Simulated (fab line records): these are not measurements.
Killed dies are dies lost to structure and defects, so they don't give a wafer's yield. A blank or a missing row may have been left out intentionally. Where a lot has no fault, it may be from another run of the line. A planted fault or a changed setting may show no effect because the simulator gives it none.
Split-lot study    flow n5_finfet    route with 1938 steps; 7 lots, 21 wafers read

## THE SPLIT ITSELF
At N5_MIM_TOP_SPUTTER_03 (material TiN, target thk 35 nm, time 89.7 s), the setting power_w was moved away from the recipe's 3000 W on 5 of the 21 wafers read, by -14.1% to +11.6%. For the rest of the wafers, this setting stayed at what the recipe calls for.

The reading comes from the split's own step.

## THE READING
TiN_of_MIM_TOP_SPUTTER_03.thk_nm (the simulator's own value, which no gauge read), in nm, at N5_MIM_TOP_SPUTTER_03 (material TiN, target thk 35 nm, time 89.7 s). There is no usual value for it anywhere in the file. Across the 16 wafers here that went through the recipe, the average is 34.9 nm and the standard deviation 0.36 nm.

wafer   tool, chamber at the split  power_w as run, W  against the recipe  TiN_of_MIM_TOP_SPUTTER_03.thk_nm, nm  against lot-mates on the recipe
L075.1  pvd_sputter-03, -           3000               recipe              35                                    -
L075.3  pvd_sputter-03, -           3000               recipe              35                                    -
L075.2  pvd_sputter-03, -           3000               recipe              34.8                                  -
L076.1  pvd_sputter-02, -           3000               recipe              34.4                                  -
L076.4  pvd_sputter-02, -           3000               recipe              34.6                                  -
L076.5  pvd_sputter-02, -           3000               recipe              34.2                                  -
L085.1  pvd_sputter-01, -           3000               recipe              35.2                                  -
L085.3  pvd_sputter-01, -           2576               -14.1%              30.6                                  -4.9
L085.6  pvd_sputter-01, -           3000               recipe              35.8                                  -
L087.1  pvd_sputter-03, -           3000               recipe              35.2                                  -
L087.2  pvd_sputter-03, -           3000               recipe              35.2                                  -
L087.3  pvd_sputter-03, -           3000               recipe              35.2                                  -
L089.4  pvd_sputter-02, -           3000               recipe              35                                    -
L089.5  pvd_sputter-02, -           3159               +5.3%               37.2                                  +2.2
L089.6  pvd_sputter-02, -           3159               +5.3%               36.8                                  +1.8
L090.1  pvd_sputter-03, -           3000               recipe              34.8                                  -
L090.2  pvd_sputter-03, -           3000               recipe              34.8                                  -
L090.5  pvd_sputter-03, -           3000               recipe              35                                    -
L091.3  pvd_sputter-03, -           3349               +11.6%              38.8                                  +4.0
L091.4  pvd_sputter-03, -           3349               +11.6%              38.8                                  +4.0
L091.5  pvd_sputter-03, -           3000               recipe              34.8                                  -

FIT RESULTS
A straight line over all 21 wafers: TiN_of_MIM_TOP_SPUTTER_03.thk_nm changes by +0.327 nm for each +1% of power_w; r = +0.98; the points scatter about the line by 0.35 nm.
The same after taking each lot's own level away (the mean of its wafers on the recipe; 21 wafers): +0.348 nm for each +1%; r = +1.00; scatter 0.15 nm.
Per that fit: largest power_w move, reading shift of 4.9 nm.
The span of the lots' own levels, 34.40 to 35.50 nm, comes to 3.1 times the standard deviation stated above.
The two slopes agree, so the slope changes little with the lot-to-lot level.
Check: -4.92 nm against its lot-mates is what the line predicts for one of the wafers moved furthest among these (-14.1%) when that wafer is left out of the fit. It came out at -4.9 nm against them.

## THESE WAFERS: OTHER SPLITS
These wafers also went through other splits before the reading. Each is held against what the fit with the lots' levels taken away leaves over:
other split on the same wafers  wafers away from the commonest value  r with TiN_of_MIM_TOP_SPUTTER_03.thk_nm (lot level and that fit taken away)
N5_BEOL_M14_ILD_DEP_00 temp_c   10                                    +0.15
N5_BEOL_M14_PEB_08 peb_time_s   4                                     +0.18

## THE FILE'S OWN FIT
TiN_of_MIM_TOP_SPUTTER_03.thk_nm changes by +0.348 nm for each +1% of power_w, r = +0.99.
